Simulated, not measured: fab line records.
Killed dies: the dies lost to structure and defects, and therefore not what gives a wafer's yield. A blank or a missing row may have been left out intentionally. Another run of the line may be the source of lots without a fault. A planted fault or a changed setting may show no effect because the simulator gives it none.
Chamber matching :: flow nand-harc :: NHARC_THIN_TSV_ETCH_15 on rie-si-02 has 4 sister chambers
The step target depth 3000 nm, bosch target overetch cycles 2, bosch etch step 2.8 s. 14 wafers are shown with their chamber, then 7 later ones without.

== WAFERS PAIRED WITH THEIR CHAMBERS ==
wafer: L076.1
chamber: 2
drypump-motor-current-A (A): 5.9

wafer: L076.2
chamber: 0
drypump-motor-current-A (A): 5.9

wafer: L076.6
chamber: 2
drypump-motor-current-A (A): 5.8

wafer: L084.2
chamber: 0
drypump-motor-current-A (A): 5.9

wafer: L084.4
chamber: 3
drypump-motor-current-A (A): 6.1

wafer: L084.5
chamber: 1
drypump-motor-current-A (A): 6.4

wafer: L087.1
chamber: 2
drypump-motor-current-A (A): 5.8

wafer: L087.2
chamber: 1
drypump-motor-current-A (A): 6.3

wafer: L087.6
chamber: 0
drypump-motor-current-A (A): 5.9

wafer: L093.1
chamber: 0
drypump-motor-current-A (A): 5.9

wafer: L093.2
chamber: 2
drypump-motor-current-A (A): 5.8

wafer: L093.6
chamber: 3
drypump-motor-current-A (A): 6.1

wafer: L095.2
chamber: 1
drypump-motor-current-A (A): 6.3

wafer: L095.4
chamber: 2
drypump-motor-current-A (A): 5.9

SIGNATURES (averages over the wafers above)
reading: drypump-motor-current-A
chamber 0: 5.900
chamber 1: 6.333
chamber 2: 5.840
chamber 3: 6.100
scatter within a chamber: 0.0432
Rule: a wafer lies at a distance from a chamber equal to the root of the sum of squares, over the readings, of (its reading less the chamber's mean, divided by the reading's scatter). The wafer belongs to the nearest chamber; if the next one is less than 2 further off, it can't be placed. The scatter is the square root of a quotient: the sum, over the shown wafers, of each reading's squared deviation from its chamber's mean, divided by wafers minus chambers.

== WAFERS MISSING THEIR CHAMBER ==
wafer: L095.5
drypump-motor-current-A (A): 5.9

wafer: L097.1
drypump-motor-current-A (A): 6.1

wafer: L097.2
drypump-motor-current-A (A): 5.8

wafer: L097.6
drypump-motor-current-A (A): 5.9

wafer: L096.1
drypump-motor-current-A (A): 6.4

wafer: L096.4
drypump-motor-current-A (A): 5.8

wafer: L096.5
drypump-motor-current-A (A): 5.8

== THE CHAMBER EACH PASSED THROUGH ==
wafer: L095.5
from the rows above: can't be placed: 0 or 2
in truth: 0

wafer: L097.1
from the rows above: 3
in truth: 3

wafer: L097.2
from the rows above: can't be placed: 2 or 0
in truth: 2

wafer: L097.6
from the rows above: can't be placed: 0 or 2
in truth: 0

wafer: L096.1
from the rows above: 1
in truth: 1

wafer: L096.4
from the rows above: can't be placed: 2 or 0
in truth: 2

wafer: L096.5
from the rows above: can't be placed: 2 or 0
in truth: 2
2 of 7 placed correctly. Can't be placed from these rows: 5 (the true chamber is among the candidates in 5). Number placed wrongly: 0.
